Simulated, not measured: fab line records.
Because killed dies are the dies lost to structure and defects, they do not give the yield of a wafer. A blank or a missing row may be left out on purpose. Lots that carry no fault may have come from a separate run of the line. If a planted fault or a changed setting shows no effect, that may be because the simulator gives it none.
Matching of chambers ; flow n5Finfet ; N5_BEOL_M9_ILD_DEP_00 on pecvd-04 has 3 sister chambers
The step deposits SiCOH lowk from DEMS/porogen, target thk 308.51 nm, time 58 s. 3 wafers are shown with their chamber, then 7 later ones without.

== WAFERS PAIRED WITH THEIR CHAMBERS ==
wafer;chamber;throttleValvePct (%)
L692.6;2;13.1
L704.1;0;14.3
L704.3;1;14.6

== WAFERS WITHOUT THEIR CHAMBER ==
wafer;throttleValvePct (%)
L704.4;13.1
L706.1;13.2
L706.5;14.8
L706.6;14.3
L707.2;14.6
L707.3;13.2
L707.6;13.4

== EACH ONE'S CHAMBER ==
wafer;from the rows above;in truth
L704.4;2;2
L706.1;2;2
L706.5;1;1
L706.6;0;0
L707.2;1;1
L707.3;2;2
L707.6;2;2
Correct placement for 7 of the 7. Can't be placed from these rows: 0. Placed wrongly: 0.
How it was worked out, from the rows above alone: a wafer's distance from a chamber is the root of the sum, over the readings, of the square of ((its reading less the chamber's mean) divided by the reading's scatter). The wafer belongs to the nearest chamber; if the next one is less than 2 further off, it can't be placed. Each chamber's mean is taken over the wafers shown for it. The scatter (one wafer shown for each chamber): square how far every hidden wafer sits from the nearest shown wafer, average those squares and take the square root.
